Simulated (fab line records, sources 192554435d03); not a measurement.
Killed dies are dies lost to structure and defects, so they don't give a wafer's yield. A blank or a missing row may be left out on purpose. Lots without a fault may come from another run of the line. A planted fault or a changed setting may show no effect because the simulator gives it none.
Chamber matching | flow n5_finfet | N5_BEOL_M4_ALD_84 on ald_metal-01: 4 sister chambers
The step deposits TaN, pulse time 2 s, purge time 3 s, co reactant purge time 2 s. 8 wafers are shown with their chamber, then 8 later ones without.

WAFERS WITH THEIR CHAMBER
wafer  | chamber | heater_power_w (W)
L075.4 | 0       | 396
L081.1 | 2       | 468
L081.2 | 0       | 413
L081.3 | 3       | 452
L084.1 | 1       | 351
L084.3 | 2       | 484
L084.6 | 3       | 444
L086.2 | 1       | 351

WAFERS WITHOUT THEIR CHAMBER
wafer  | heater_power_w (W)
L086.3 | 413
L086.4 | 466
L096.1 | 476
L096.2 | 343
L096.3 | 415
L097.1 | 454
L097.4 | 457
L097.5 | 442

WHICH CHAMBER EACH WENT THROUGH
wafer  | from the rows above     | in truth
L086.3 | 0                       | 0
L086.4 | can't be placed: 2 or 3 | 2
L096.1 | 2                       | 2
L096.2 | 1                       | 1
L096.3 | 0                       | 0
L097.1 | can't be placed: 3 or 2 | 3
L097.4 | can't be placed: 3 or 2 | 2
L097.5 | 3                       | 3
Placed correctly: 5 of 8. Can't be placed from these rows: 3 (the true chamber is among the candidates in 3). Placed wrongly: 0.
How it was worked out, from the rows above alone: a wafer's distance from a chamber is the root of the sum, over the readings, of the square of ((its reading less the chamber's mean) divided by the reading's scatter). The wafer belongs to the nearest chamber; if the next one is less than 2 further off, it can't be placed. A chamber's mean is the mean of its shown wafers. The scatter: the root of (the sum of the squares of (reading less its chamber's mean) over the shown wafers, divided by (wafers less chambers)).
